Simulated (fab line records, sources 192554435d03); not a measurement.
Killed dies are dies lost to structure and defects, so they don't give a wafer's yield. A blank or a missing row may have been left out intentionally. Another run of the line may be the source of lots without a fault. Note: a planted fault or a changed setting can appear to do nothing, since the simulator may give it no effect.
Which tool was responsible? | flow n5_finfet | 12 lots with 36 wafers sampled at 4 steps, on a route of 1938 steps

WHAT THE GAUGES SHOWED, per wafer
N5_BEOL_M2_INSPECT_59: inspects for defects (darkfield).
lot  | measured     | on                | raw_defect_count
L075 | day 7 00:30  | defect_inspect-01 | 79 67 58
L077 | day 7 14:59  | defect_inspect-01 | 113 59 92
L079 | day 8 01:34  | defect_inspect-01 | 34 34 56
L081 | day 8 18:43  | defect_inspect-01 | 54 47 69
L083 | day 9 09:28  | defect_inspect-02 | 55 87 42
L085 | day 9 13:32  | defect_inspect-01 | 73 83 47
L087 | day 10 04:59 | defect_inspect-02 | 71 63 72
L089 | day 10 16:55 | defect_inspect-01 | 85 87 114
L091 | day 11 00:41 | defect_inspect-02 | 104 79 110
L093 | day 11 12:47 | defect_inspect-02 | 41 76 40
L095 | day 11 23:08 | defect_inspect-01 | 66 40 37
L097 | day 12 13:28 | defect_inspect-02 | 61 85 67

WHICH TOOL RAN EACH LOT (tool, then ch and the chambers of the sampled wafers, then the start)
lot  | N5_BEOL_M2_SPUTTER_81        | N5_BEOL_M2_SPUTTER_88        | N5_BEOL_M2_PRE_CLEAN_60
L075 | pvd_sputter-03, day 6 22:04  | pvd_sputter-03, day 6 22:31  | cvd_co-01 ch 1,2, day 7 00:13
L077 | pvd_sputter-02, day 7 12:32  | pvd_sputter-02, day 7 12:59  | cvd_co-01 ch 1,2, day 7 14:42
L079 | pvd_sputter-01, day 7 23:11  | pvd_sputter-01, day 7 23:37  | cvd_co-01 ch 1,2, day 8 01:20
L081 | pvd_sputter-02, day 8 16:18  | pvd_sputter-02, day 8 16:44  | cvd_co-01 ch 0,1,2, day 8 18:28
L083 | pvd_sputter-01, day 9 07:04  | pvd_sputter-01, day 9 07:31  | cvd_co-02 ch 0,1,2, day 9 09:13
L085 | pvd_sputter-01, day 9 10:39  | pvd_sputter-01, day 9 11:05  | cvd_co-01 ch 0,1, day 9 13:16
L087 | pvd_sputter-01, day 10 02:33 | pvd_sputter-01, day 10 02:59 | cvd_co-02 ch 0,1,2, day 10 04:44
L089 | pvd_sputter-01, day 10 14:32 | pvd_sputter-01, day 10 14:58 | cvd_co-02 ch 0,1, day 10 16:40
L091 | pvd_sputter-02, day 10 22:16 | pvd_sputter-02, day 10 22:43 | cvd_co-02 ch 0,2, day 11 00:25
L093 | pvd_sputter-02, day 11 10:22 | pvd_sputter-02, day 11 10:49 | cvd_co-01 ch 0,1, day 11 12:31
L095 | pvd_sputter-03, day 11 20:29 | pvd_sputter-03, day 11 20:56 | cvd_co-01 ch 0,2, day 11 22:53
L097 | pvd_sputter-01, day 12 11:04 | pvd_sputter-01, day 12 11:31 | cvd_co-02 ch 1,2, day 12 13:13
- N5_BEOL_M2_SPUTTER_81: material Cu, target thk 4.5 nm, time 8.29 s.
- N5_BEOL_M2_SPUTTER_88: material Cu, target thk 4.5 nm, time 8.29 s.
- N5_BEOL_M2_PRE_CLEAN_60: time 15 s.

THE ANSWER, worked out from the rows above alone
Rule: usual is defined by the lots themselves. The widest of any qualifying gaps counts: lots, ordered by their means at a reading, are off when they make up no more than a third of the lots, leave a main group of 4 or more, and stand apart from it by 3 or more times the standard deviation of that group's means. A main group is skipped when, at the precision printed for the reading in the tables above, its means are all equal. A lot without any number at a reading at which 4 lots or more have one is off too. The other lots that the step has rows for count as sound.
Nothing can be told from this: no lot is off at any reading shown.

WHAT THE SIMULATOR PUT IN
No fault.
